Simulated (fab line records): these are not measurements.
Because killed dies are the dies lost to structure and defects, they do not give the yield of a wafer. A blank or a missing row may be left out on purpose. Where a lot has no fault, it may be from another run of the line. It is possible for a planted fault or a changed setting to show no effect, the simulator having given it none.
Comparing a struck lot with a sound one || flow nand-harc || 13 steps out of a route of 1159
Sound: wafers L307.2, L307.4, L307.6. Wafers struck: L303.2, L303.5, L303.6. Last of all comes the cause.
At each step with rows: each side's tool, then ch and its chambers, then its first start. Under that, the readings that differ: sound wafers || struck wafers || difference of the means || sigmas: that difference in standard deviations of wafers without a fault.
alike: a reading whose means differ by less than 2 such deviations, as well as words and numbers matching on both sides. not compared: withheld readings; readings where some wafer has no value; bounds like >300 that might hide an equal value; numbers whose values overlap and for which the record gives no deviation.
The two part at a step that has a row with sigmas, a row that says differs or no value, or rows on one side only. Non-overlapping numbers with no deviation appear without sigmas and do not part them. Lack of a reading on every wafer of one side parts them only where that side has two or more wafers.

first, 1 step without rows for these wafers: NHARC_P_M0_SRD_25.
NHARC_P_M0_INSPECT_27:
  sound on defect-inspect-01 at day 11 04:44; struck on defect-inspect-02 at day 10 11:58
  alike: raw-defect-count
NHARC_P_M0_PRE_CLEAN_31: time 12 s.
  sound on pecvd-04 ch 0,2, day 11 04:53; struck on pecvd-02 ch 1,2, day 10 12:03
  alike: heater-power-w
NHARC_P_M0_DEP_32: deposits SiCN, target thk 30 nm.
  sound on pecvd-04 ch 0,2, day 11 05:01; struck on pecvd-02 ch 1,2, day 10 12:11
{"reading": "heater-power-w (W)", "sound": "497 507 579", "struck": "727 608 706", "difference": "+153", "sigmas": "+2"}
  alike: chamber-pressure-Torr
then, 7 steps without rows for these wafers: NHARC_P_M1_DEP_00 (deposits SiOC, target thk 182.5 nm); NHARC_P_M1_DEHYDRATE_01 (time 120 s); NHARC_P_M1_HMDS_02 (time 30 s); NHARC_P_M1_COAT_34 (time 65 s); NHARC_P_M1_COAT_03 (resist thk 90 nm); NHARC_P_M1_SOFTBAKE_04 (time 55 s); NHARC_P_M1_EBR_05.
NHARC_P_M1_EXPOSE_06: exposes mask P M1, target cd 130 nm.
  struck on arfi-scanner-01, day 10 13:13; sound on arfi-scanner-02 ch 0, day 11 06:01
  no value came back on the struck wafers for exposure-dose-mJ-cm2, focus-offset-nm (nm), reticle-temp-C (C); on the sound wafers exposure-dose-mJ-cm2 reads 83.2 83.2 83.4
  alike: mask
then, 1 step without rows for these wafers: NHARC_P_M1_PEB_07 (peb time 65 s).

## WHERE THEY PART
Last at NHARC_P_M1_EXPOSE_06 as far as this record goes, first at NHARC_P_M0_DEP_32.

WHY: what the simulator had put in
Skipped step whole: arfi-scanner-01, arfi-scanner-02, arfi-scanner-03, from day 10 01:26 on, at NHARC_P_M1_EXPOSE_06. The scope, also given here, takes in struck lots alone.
